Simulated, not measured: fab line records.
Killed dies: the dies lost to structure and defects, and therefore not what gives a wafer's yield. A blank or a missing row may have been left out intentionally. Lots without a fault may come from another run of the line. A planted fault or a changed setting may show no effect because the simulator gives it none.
A struck lot beside a sound one    flow nandHarc    15 steps out of a route of 1302
Sound: these wafers, L694.1, L694.3, L694.6. Struck: wafers L690.1, L690.2, L690.6. The cause is given at the end.
At each step with rows: each side's tool, then ch and its chambers, then its first start. Under that, the readings that differ: sound wafers    struck wafers    difference of the means    sigmas: that difference in standard deviations of wafers without a fault.
alike: words and numbers the same on both sides, and readings whose means are apart by under 2 such deviations; not compared: readings that were withheld, readings missing a value for some wafer, numbers with overlapping values and no deviation given by the record, and bounds like >300 which may hide the same value.
A row with sigmas, a row that says differs or no value, or rows on one side alone: a step with any of these is where the two part. Numbers that don't overlap but have no deviation are shown without sigmas and don't part them. A reading that every wafer of one side lacks parts them only if that side has two wafers or more.

NHARC_A_ONON_D2_THK_MEAS_02: measures by ellipsometry.
  struck on filmMetro-02, day 16 02:49; sound on filmMetro-02, day 18 09:31
  alike: thkNm
next comes 1 step that has no rows for these wafers: NHARC_A_ONON_D2_DEP_03 (target thickness 1000 nm).
NHARC_A_ONON_D2_THK_MEAS_05: measures by ellipsometry.
  struck on filmMetro-02, day 16 03:23; sound on filmMetro-01, day 18 10:05
  alike: thkNm
next comes 1 step that has no rows for these wafers: NHARC_A_ONON_D2_DEP_06 (target thickness 1000 nm).
NHARC_A_ONON_D2_THK_MEAS_08: measures by ellipsometry.
  struck on filmMetro-02, day 16 03:56; sound on filmMetro-02, day 18 10:40
  alike: thkNm
next comes 1 step that has no rows for these wafers: NHARC_A_ONON_D2_DEP_09 (target thickness 1000 nm).
NHARC_A_ONON_D2_THK_MEAS_11: measures by ellipsometry.
  struck on filmMetro-01, day 16 04:31; sound on filmMetro-02, day 18 11:14
  alike: thkNm
next comes 1 step that has no rows for these wafers: NHARC_A_ONON_D2_DEP_12 (target thickness 1000 nm).
NHARC_A_ONON_D2_THK_MEAS_14: measures by ellipsometry.
  struck on filmMetro-02, day 16 05:04; sound on filmMetro-02, day 18 11:49
  alike: thkNm
then, 2 steps without rows for these wafers: NHARC_A_ONON_D2_ANNEAL_15 (time 3600 s); NHARC_A_ONON_D2_DEP_16 (target thk 1000 nm).
NHARC_A_ONON_D2_THK_MEAS_18: measures by ellipsometry.
  struck on filmMetro-01, day 16 12:46; sound on filmMetro-02, day 18 20:03
  alike: thkNm
NHARC_A_ONON_D2_DEP_19: target thk 1000 nm.
  sound on pecvdOnon-01 ch 0, day 18 20:14; struck on pecvdOnon-04 ch 0, day 16 12:50
NHARC_A_ONON_D2_THK_MEAS_21: measures by ellipsometry.
  struck on filmMetro-02, day 16 13:20; sound on filmMetro-01, day 18 20:44
reading     sound        struck       difference  sigmas
thkNm (nm)  998 997 998  960 958 958  -39         -4
next comes 1 step that has no rows for these wafers: NHARC_A_ONON_D2_DEP_22 (target thickness 1000 nm).

WHERE THEY PART
At NHARC_A_ONON_D2_THK_MEAS_21 and nowhere else, as far as this record goes.

WHY: what the simulator had put in
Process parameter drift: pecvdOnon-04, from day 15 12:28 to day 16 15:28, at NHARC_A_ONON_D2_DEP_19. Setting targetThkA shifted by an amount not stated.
